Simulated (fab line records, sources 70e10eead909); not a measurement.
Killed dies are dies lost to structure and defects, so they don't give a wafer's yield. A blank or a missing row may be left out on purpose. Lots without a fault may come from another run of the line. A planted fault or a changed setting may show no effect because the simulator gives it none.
Chamber matching | flow nand_harc | NHARC_A_STAIRCASE_DESCUM_312 on rie_diel-03: 4 sister chambers
The step chemistry O2, time 3 s. 8 wafers are shown with their chamber, then 9 later ones without.

WAFERS WITH THEIR CHAMBER
wafer  | chamber | showerhead_plenum_p_Torr (Torr) | rf_vpp_V (V)
L080.3 | 0       | 1.79                            | 57.0
L080.6 | 1       | 1.84                            | 56.2
L079.1 | 3       | 1.87                            | 58.0
L079.2 | 2       | 1.81                            | 56.3
L079.5 | 3       | 1.87                            | 57.4
L081.1 | 1       | 1.83                            | 57.1
L081.2 | 0       | 1.79                            | 57.4
L081.4 | 2       | 1.81                            | 58.4

WAFERS WITHOUT THEIR CHAMBER
wafer  | showerhead_plenum_p_Torr (Torr) | rf_vpp_V (V)
L087.1 | 1.87                            | 56.1
L087.2 | 1.78                            | 57.2
L087.4 | 1.83                            | 57.7
L094.1 | 1.86                            | 57.6
L094.3 | 1.80                            | 57.5
L094.6 | 1.86                            | 58.0
L093.1 | 1.83                            | 57.0
L093.2 | 1.78                            | 56.9
L093.4 | 1.80                            | 58.4

WHICH CHAMBER EACH WENT THROUGH
wafer  | from the rows above     | in truth
L087.1 | 3                       | 3
L087.2 | 0                       | 0
L087.4 | 1                       | 1
L094.1 | 3                       | 3
L094.3 | can't be placed: 2 or 0 | 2
L094.6 | 3                       | 3
L093.1 | 1                       | 1
L093.2 | 0                       | 0
L093.4 | can't be placed: 2 or 0 | 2
Placed correctly: 7 of 9. Can't be placed from these rows: 2 (the true chamber is among the candidates in 2). Placed wrongly: 0.
How it was worked out, from the rows above alone: a wafer's distance from a chamber is the root of the sum, over the readings, of the square of ((its reading less the chamber's mean) divided by the reading's scatter). The wafer belongs to the nearest chamber; if the next one is less than 2 further off, it can't be placed. A chamber's mean is the mean of its shown wafers. The scatter: the root of (the sum of the squares of (reading less its chamber's mean) over the shown wafers, divided by (wafers less chambers)).
